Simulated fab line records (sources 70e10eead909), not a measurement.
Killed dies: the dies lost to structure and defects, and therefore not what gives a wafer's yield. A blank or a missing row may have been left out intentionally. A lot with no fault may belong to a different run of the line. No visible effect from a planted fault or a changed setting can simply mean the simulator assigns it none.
fab line records -- flow nand-harc
record lots=12, wafers=36, last-day=26
route steps=1159 shown A_STAIRCASE@599 END@1159
lots that met no fault: taken from a fault-free run of the same line
start-h: hours from the record's opening day to when the first of the lot's shown wafers began -- wait-h: hours from the lot's prior step to this one -- " the same as in the row above -- L1.1+2: a row that stands for several wafers -- - no value, or no start was given -- * or withheld: withheld -- < > ~ a bound
route shown NAME@n: NAME is a module with steps in the file, n the number in the route of the first one -- usual: mean and standard deviation over wafers with no fault -- same: alike in all rows -- chamber/n: place in a boat -- sites: readings site by site -- _std_site: the values' standard deviation -- _edge_site: outer sites' mean less inner sites' -- radius-mm: how far each site lies from the wafer's centre -- mask NAME#n: copy n -- behind: the tool/chamber that last shaped the wafer -- hold: cause of the lot's hold/its duration in hours/its outcome -- device: whichever transistor did not switch (one of n, p or np) -- end of line: at the end of the route, the tests of the same wafers -- a step with no rows: only its recipe -- killed: dies that structure and defects cost at the first sort, which is not the same as the wafer's yield -- map: a wafer's dies, x killed, . not, _ none there
set.NAME: the setting the step ran with; set.NAME@STEP: the setting that earlier step ran with -- model.NAME: the simulator's own value behind a step, which no gauge read
the route's steps for a sample of lots (tables are steps, rows are wafers)
services: when a tool's chamber went out of use (start-h, in hours from the record's first day, below 0 if earlier), for how many hours, and the reason
## steps
# step NHARC_A_STAIRCASE_STRIP_205
# recipe power-w=1500, temp-c=250, chemistry=O2
# usual drypump-motor-current-A=5.8/0.41, heater-power-w=347/21
lot.wafer,tool,chamber,start-h,wait-h,drypump-motor-current-A,heater-power-w,rf-hours-counter-h
L549.1,plasma-asher-01,0,260.83,0.1,5.7,319,53
L549.4,plasma-asher-01,0,260.83,0.1,5.7,325,-
L549.3,plasma-asher-01,1,260.83,0.1,5.7,333,-
L551.1,plasma-asher-01,0,264.24,0.1,5.7,323,54
L551.4,plasma-asher-01,0,264.24,0.1,5.7,328,-
L551.5,plasma-asher-01,0,264.24,0.1,5.7,325,-
L552.4,plasma-asher-02,1,266.69,0.2,6.5,368,-
L552.5,plasma-asher-02,0,266.69,0.2,5.2,384,-
L552.6,plasma-asher-02,1,266.69,0.2,6.5,363,-
L554.2,plasma-asher-01,0,289.02,0.1,5.7,327,1
L554.3,plasma-asher-01,0,289.02,0.1,5.7,323,-
L554.4,plasma-asher-01,1,289.02,0.1,5.7,341,-
L555.2,plasma-asher-02,0,289.45,0.1,5.2,389,35
L555.4,plasma-asher-02,0,289.45,0.1,5.2,390,-
L555.6,plasma-asher-02,1,289.45,0.1,6.5,357,-
L556.3,plasma-asher-01,1,299.60,0.2,5.7,341,-
L556.5,plasma-asher-01,0,299.60,0.2,5.7,328,-
L556.6,plasma-asher-01,1,299.60,0.2,5.6,339,-
L559.2,plasma-asher-02,1,315.78,0.1,6.5,375,44
L559.4,plasma-asher-02,1,315.78,0.1,6.5,358,-
L559.6,plasma-asher-02,0,315.78,0.1,5.2,381,-
L558.4,plasma-asher-01,1,320.81,0.3,5.6,338,-
L558.5,plasma-asher-01,1,320.81,0.3,5.6,346,-
L558.6,plasma-asher-01,0,320.81,0.3,5.7,337,-
L562.2,plasma-asher-01,1,337.90,0.1,5.6,332,17
L562.3,plasma-asher-01,1,337.90,0.1,5.6,353,-
L562.6,plasma-asher-01,1,337.90,0.1,5.7,341,-
L563.2,plasma-asher-01,0,338.21,0.1,5.7,324,17
L563.1,plasma-asher-01,1,338.21,0.1,5.6,342,17
L563.5,plasma-asher-01,0,338.21,0.1,5.7,327,-
L566.1,plasma-asher-01,1,363.92,0.1,5.6,342,25
L566.2,plasma-asher-01,0,363.92,0.1,5.7,333,25
L566.5,plasma-asher-01,1,363.92,0.1,5.6,338,-
L570.4,plasma-asher-02,0,381.57,0.2,5.2,372,-
L570.3,plasma-asher-02,1,381.57,0.2,6.5,337,-
L570.6,plasma-asher-02,0,381.57,0.2,5.2,372,-
# step NHARC_A_STAIRCASE_ETCH_223
# recipe target-depth-a=1000, time-s=40.5, ion-energy-ev=400, c4f8-flow-sccm=20, o2-flow-sccm=10, ar-flow-sccm=withheld, rf-w=600, bias-w=1000, chemistry=C4F8/O2
# usual oes-product-au=0.942/0.011, rf-vpp-V=894/5.2
lot.wafer,tool,chamber,start-h,wait-h,oes-product-au,rf-hours-counter-h,rf-vpp-V
L549.4,rie-diel-13,1,-,-,0.932,57,893
L549.1,rie-diel-13,2,-,-,0.921,58,889
L549.3,rie-diel-13,0,-,-,0.926,57,898
L551.1,rie-diel-11,2,-,-,0.957,25,893
L551.4,rie-diel-11,3,-,-,0.948,25,892
L551.5,rie-diel-11,0,-,-,0.940,-,889
L552.4,rie-diel-13,2,-,-,0.951,60,888
L552.6,rie-diel-13,1,-,-,0.935,-,894
L552.5,rie-diel-13,2,-,-,0.952,-,890
L554.3,rie-diel-11,3,-,-,0.957,36,893
L554.2,rie-diel-11,0,-,-,0.957,37,889
L554.4,rie-diel-11,1,-,-,0.958,34,896
L555.2,rie-diel-13,0,-,-,0.951,3,899
L555.4,rie-diel-13,3,-,-,0.954,3,904
L555.6,rie-diel-13,0,-,-,0.947,-,899
L556.3,rie-diel-13,3,-,-,0.936,7,905
L556.5,rie-diel-13,2,-,-,0.961,-,889
L556.6,rie-diel-13,3,-,-,0.934,-,906
L559.4,rie-diel-13,2,-,-,0.962,11,886
L559.2,rie-diel-13,1,-,-,0.947,12,892
L559.6,rie-diel-13,2,-,-,0.956,-,889
L558.4,rie-diel-09,0,-,-,0.940,24,890
L558.5,rie-diel-09,0,-,-,0.933,-,888
L558.6,rie-diel-09,1,-,-,0.932,-,906
L562.3,rie-diel-13,3,-,-,0.939,17,906
L562.2,rie-diel-13,2,-,-,0.937,18,889
L562.6,rie-diel-13,3,-,-,0.932,-,904
L563.2,rie-diel-11,1,-,-,0.940,50,897
L563.1,rie-diel-11,3,-,-,0.957,53,893
L563.5,rie-diel-11,1,-,-,0.941,-,897
L566.2,rie-diel-11,1,-,-,0.946,60,895
L566.1,rie-diel-11,3,-,-,0.954,64,893
L566.5,rie-diel-11,1,-,-,0.945,-,897
L570.4,rie-diel-13,1,-,-,0.940,37,892
L570.3,rie-diel-13,2,-,-,0.930,37,889
L570.6,rie-diel-13,2,-,-,0.945,-,887
# step NHARC_A_STAIRCASE_ETCH_225
# recipe target-depth-a=1000, time-s=40.5, ion-energy-ev=400, c4f8-flow-sccm=20, o2-flow-sccm=10, ar-flow-sccm=withheld, rf-w=600, bias-w=1000, chemistry=C4F8/O2
# usual oes-product-au=0.945/0.0099, rf-vpp-V=894/5.2
lot.wafer,tool,chamber,start-h,wait-h,oes-product-au,rf-hours-counter-h,rf-vpp-V
L549.4,rie-diel-13,1,-,-,0.939,58,892
L549.1,rie-diel-13,3,-,-,0.936,60,885
L549.3,rie-diel-13,0,-,-,0.930,57,900
L551.1,rie-diel-11,1,-,-,0.943,22,896
L551.4,rie-diel-11,3,-,-,0.947,25,892
L551.5,rie-diel-11,2,-,-,0.964,-,893
L552.4,rie-diel-13,3,-,-,0.938,61,888
L552.6,rie-diel-13,3,-,-,0.943,-,887
L552.5,rie-diel-13,0,-,-,0.934,-,898
L554.3,rie-diel-11,0,-,-,0.934,37,887
L554.4,rie-diel-11,1,-,-,0.938,34,898
L554.2,rie-diel-11,2,-,-,0.941,36,894
L555.2,rie-diel-13,3,-,-,0.928,3,906
L555.4,rie-diel-13,1,-,-,0.928,4,893
L555.6,rie-diel-13,0,-,-,0.941,-,898
L556.3,rie-diel-13,0,-,-,0.945,8,897
L556.5,rie-diel-13,2,-,-,0.973,-,888
L556.6,rie-diel-13,3,-,-,0.947,-,904
L559.2,rie-diel-13,2,-,-,0.954,12,887
L559.4,rie-diel-13,3,-,-,0.942,11,906
L559.6,rie-diel-13,0,-,-,0.941,-,899
L558.4,rie-diel-09,1,-,-,0.939,17,904
L558.6,rie-diel-09,3,-,-,0.946,-,898
L558.5,rie-diel-09,0,-,-,0.941,-,889
L562.2,rie-diel-13,1,-,-,0.943,19,894
L562.3,rie-diel-13,0,-,-,0.953,18,899
L562.6,rie-diel-13,1,-,-,0.934,-,893
L563.1,rie-diel-11,0,-,-,0.965,53,887
L563.2,rie-diel-11,2,-,-,0.950,53,893
L563.5,rie-diel-11,3,-,-,0.945,-,893
L566.1,rie-diel-11,2,-,-,0.963,63,893
L566.2,rie-diel-11,3,-,-,0.951,64,893
L566.5,rie-diel-11,1,-,-,0.961,-,899
L570.4,rie-diel-13,3,-,-,0.949,36,906
L570.3,rie-diel-13,0,-,-,0.936,36,897
L570.6,rie-diel-13,3,-,-,0.952,-,905
# step NHARC_A_STAIRCASE_TRIM_229
# recipe time-s=211.2, o2-flow-sccm=500, ar-flow-sccm=0, bias-w=0, chemistry=O2
# usual drypump-motor-current-A=5.5/0.37, o2-flow-sccm=499.9/1.5, oes-product-au=1.002/0.0079, rf-vpp-V=57.6/0.89, run-length-s=232.5/0.37, showerhead-plenum-p-Torr=3.51/0.15, throttle-valve-pct=17.036/0.0092
lot.wafer,tool,chamber,start-h,wait-h,drypump-motor-current-A,o2-flow-sccm,oes-product-au,rf-hours-counter-h,rf-vpp-V,run-length-s,showerhead-plenum-p-Torr,throttle-valve-pct
L549.4,rie-diel-11,2,264.15,0.1,5.8,498.7,1.013,24,57.3,232.9,3.47,17.031
L549.3,rie-diel-11,3,264.15,0.1,5.8,499.9,1.007,24,55.7,232.1,3.46,17.039
L549.1,rie-diel-11,0,264.15,0.1,5.5,500.9,1.007,24,57.0,232.5,3.33,17.050
L551.1,rie-diel-09,0,266.78,0.1,4.8,501.0,0.994,1,56.8,232.0,3.36,17.022
L551.4,rie-diel-09,1,266.78,0.1,5.4,499.3,0.997,1,59.0,232.2,3.81,17.030
L551.5,rie-diel-09,0,266.78,0.1,4.8,498.9,0.999,-,57.3,232.2,3.36,17.042
L552.4,rie-diel-09,0,269.23,0.1,4.8,500.3,0.996,1,57.3,232.4,3.36,17.027
L552.6,rie-diel-09,2,269.23,0.1,5.3,500.6,0.993,-,58.9,232.8,3.56,17.031
L552.5,rie-diel-09,3,269.23,0.1,5.2,501.0,1.008,-,56.8,232.0,3.56,17.033
L554.2,rie-diel-09,3,291.81,0.1,5.2,498.7,1.013,12,58.2,232.8,3.55,17.029
L554.3,rie-diel-09,0,291.81,0.1,4.9,502.2,0.994,10,56.4,232.1,3.35,17.037
L554.4,rie-diel-09,0,291.81,0.1,4.8,499.9,0.991,-,56.2,232.2,3.35,17.033
L555.2,rie-diel-11,2,292.31,0.1,5.8,497.9,1.001,37,57.9,232.3,3.46,17.035
L555.4,rie-diel-11,1,292.31,0.1,5.7,497.7,1.001,34,57.8,233.2,3.57,17.049
L555.6,rie-diel-11,3,292.31,0.1,5.7,499.9,1.001,-,55.5,232.8,3.45,17.048
L556.3,rie-diel-09,1,302.33,0.1,5.4,500.0,0.997,9,57.7,232.5,3.80,17.027
L556.5,rie-diel-09,1,302.33,0.1,5.4,500.3,1.004,-,57.8,232.0,3.80,17.037
L556.6,rie-diel-09,2,302.33,0.1,5.3,498.8,0.984,-,57.3,232.5,3.56,17.027
L559.4,rie-diel-09,2,319.81,0.1,5.3,501.2,0.999,19,58.5,232.9,3.55,17.028
L559.2,rie-diel-09,3,319.81,0.1,5.2,498.2,1.004,24,58.1,232.1,3.54,17.029
L559.6,rie-diel-09,2,319.81,0.1,5.3,501.9,0.998,-,56.5,232.8,3.55,17.036
L558.4,rie-diel-09,1,323.51,0.1,5.4,500.7,0.990,17,58.9,232.1,3.80,17.037
L558.6,rie-diel-09,3,323.51,0.1,5.2,498.8,1.010,-,57.9,232.5,3.54,17.035
L558.5,rie-diel-09,0,323.51,0.1,4.8,499.7,0.993,-,58.8,232.3,3.35,17.038
L562.3,rie-diel-09,1,340.43,0.1,5.4,499.6,0.997,21,58.4,232.0,3.80,17.043
L562.2,rie-diel-09,0,340.43,0.1,4.8,502.0,1.003,29,56.8,149.7,3.34,17.020
L562.6,rie-diel-09,2,340.43,0.1,5.3,500.8,0.991,-,58.2,233.1,3.55,17.046
L563.2,rie-diel-11,0,340.91,0.1,5.5,497.6,1.020,53,56.2,232.3,3.32,17.028
L563.1,rie-diel-11,1,340.91,0.1,5.7,498.5,1.016,50,58.2,233.2,3.56,17.042
L563.5,rie-diel-11,3,340.91,0.1,5.8,501.0,1.001,-,59.2,232.6,3.44,17.025
L566.1,rie-diel-09,0,366.68,0.1,4.9,501.0,0.999,32,57.7,149.6,3.34,17.027
L566.2,rie-diel-09,3,366.68,0.1,5.2,499.9,1.002,39,58.3,232.7,3.53,17.031
L566.5,rie-diel-09,1,366.68,0.1,5.4,497.7,1.001,-,57.7,232.3,3.79,17.044
L570.4,rie-diel-13,3,385.22,0.1,6.6,502.0,1.009,36,58.9,233.1,3.79,17.024
L570.3,rie-diel-13,0,385.22,0.1,5.4,499.4,1.011,36,57.9,232.4,3.57,17.026
L570.6,rie-diel-13,1,385.22,0.1,5.3,501.8,1.004,-,56.2,231.7,3.43,17.030
# step NHARC_END_SORT_01
# recipe temp-c=25
# usual killed-at-array=28/11, killed-at-other=0.9/1.2, killed-at-periphery=2.6/2.1, killed-dies=31/11, killed-open=3.1/1.7, killed-short=1.9/1.3
# same gross-dies=677
lot.wafer,tool,chamber,start-h,wait-h,killed-at-array,killed-at-other,killed-at-periphery,killed-dies,killed-open,killed-short
L562.2,prober-02,0,599.20,2.8,668,3,0,671,2,0
L562.3,prober-02,0,600.00,3.1,14,4,2,20,5,1
L562.6,prober-02,0,602.37,4.0,30,3,0,33,3,0
L566.1,prober-02,0,629.46,2.5,672,1,0,673,2,2
L566.2,prober-02,0,630.25,2.8,50,0,3,53,5,4
L566.5,prober-02,0,632.65,3.7,58,0,3,61,5,0
# killed by level:class
L562.2 A_STAIRCASE:area-trim=645 A_SLIT:chamber-film-flake=12 A_CHANNEL_HOLE_D1:chamber-film-flake=5 A_CONTACT:chamber-film-flake=3 THIN_TSV:chamber-film-flake=3 A_ONON_D1:geometric-particle:open=1 A_M0:geometric-particle:open=1 A_STAIRCASE:chamber-film-flake=1
L562.3 A_SLIT:chamber-film-flake=6 THIN_TSV:chamber-film-flake=4 A_WL_FILL:geometric-particle:open=2 A_STAIRCASE:chamber-film-flake=2 P_GATE:geometric-particle:open=1 A_CHANNEL_FILL_D1:geometric-particle:short=1 A_CHANNEL_FILL_D1:geometric-particle:open=1 A_CONTACT:geometric-particle:open=1
L562.6 A_SLIT:chamber-film-flake=12 A_CHANNEL_HOLE_D1:chamber-film-flake=7 A_CONTACT:chamber-film-flake=6 THIN_TSV:chamber-film-flake=3 A_BLC:geometric-particle:open=2 A_STAIRCASE:chamber-film-flake=2 A_CONTACT:geometric-particle:open=1
L566.1 A_STAIRCASE:area-trim=620 A_CHANNEL_HOLE_D1:chamber-film-flake=20 A_SLIT:chamber-film-flake=13 A_CONTACT:chamber-film-flake=10 A_STAIRCASE:chamber-film-flake=3 A_ZERO_WELL:chamber-film-flake=2 A_ONON_D1:geometric-particle:short=1 A_CHANNEL_FILL_D1:geometric-particle:open=1
L566.2 A_CHANNEL_HOLE_D1:chamber-film-flake=21 A_SLIT:chamber-film-flake=12 A_CONTACT:chamber-film-flake=5 A_STAIRCASE:chamber-film-flake=4 A_ONON_D1:geometric-particle:short=2 A_CHANNEL_FILL_D1:geometric-particle:open=2 P_CONTACT:geometric-particle:open=1 P_M0:geometric-particle:open=1
L566.5 A_CHANNEL_HOLE_D1:chamber-film-flake=22 A_SLIT:chamber-film-flake=15 A_CONTACT:chamber-film-flake=10 A_STAIRCASE:chamber-film-flake=7 A_CONTACT:geometric-particle:open=2 P_ZERO_WELL:chamber-film-flake=2 P_M1:geometric-particle:open=1 A_WL_FILL:geometric-particle:open=1
## services
tool,chamber,start-h,hours,kind
rie-diel-11,1,241.89,9.1,repair
rie-diel-09,-,254.15,9.0,pm
rie-diel-13,0,255.74,-,clean
rie-diel-13,1,255.74,-,clean
rie-diel-13,2,255.74,-,clean
rie-diel-13,3,255.74,-,clean
plasma-asher-01,-,276.00,9.0,pm
rie-diel-13,-,276.20,9.0,pm
rie-diel-13,0,276.20,9.0,vent-cycle
rie-diel-13,1,276.20,9.0,vent-cycle
rie-diel-13,2,276.20,9.0,vent-cycle
rie-diel-13,3,276.20,9.0,vent-cycle
rie-diel-13,0,285.20,-,clean
rie-diel-13,1,285.20,-,clean
rie-diel-13,2,285.20,-,clean
rie-diel-13,3,285.20,-,clean
rie-diel-13,3,285.20,-,consumable-replace:focus-ring
rie-diel-13,3,285.20,-,consumable-replace:showerhead
rie-diel-09,1,290.16,10.6,repair
rie-diel-13,0,309.72,-,clean
rie-diel-09,-,350.67,2.0,repair
plasma-asher-02,-,360.35,9.0,pm
rie-diel-11,-,366.68,9.0,pm
plasma-asher-01,-,372.53,2.9,repair
## key
first-sign step=NHARC_A_STAIRCASE_TRIM_229, reading=run-length-s, direction=down, sigmas=99+, usual=*, struck=*
effect step=NHARC_END_SORT_01, reading=killed-at-array, direction=up, sigmas=60, usual=28, struck=670
more-kills-born-at NHARC_A_STAIRCASE_TRIM_229@rie-diel-09=1265
met-at NHARC_A_STAIRCASE_TRIM_229
struck-lots L562,L566
struck-wafers L562.2,L566.1
later-rows-left-out L562.2,L566.1
tester-left-out L562,L566
not-acting-at NHARC_A_STAIRCASE_STRIP_205,NHARC_A_STAIRCASE_ETCH_223,NHARC_A_STAIRCASE_ETCH_225
onset-between 323.51 340.43
fault kind=process-parameter-drift, tool=rie-diel-09, chamber=0, onset-h=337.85, steps=NHARC_A_STAIRCASE_TRIM_229, channel=time-s, offset=*, shape=step, end-h=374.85, acts-in=*, stated=*
# tester-left-out: of these lots the tester's yield and bins aren't shown, on N5 and GAA mostly nor the transistor test; their killed dies are dies lost to structure and defects alone, not to doping, threshold or leakage, so they don't give the yield
# later-rows-left-out: the simulator's readings of these wafers behind a module that went badly wrong aren't trusted and aren't shown, but for the sort
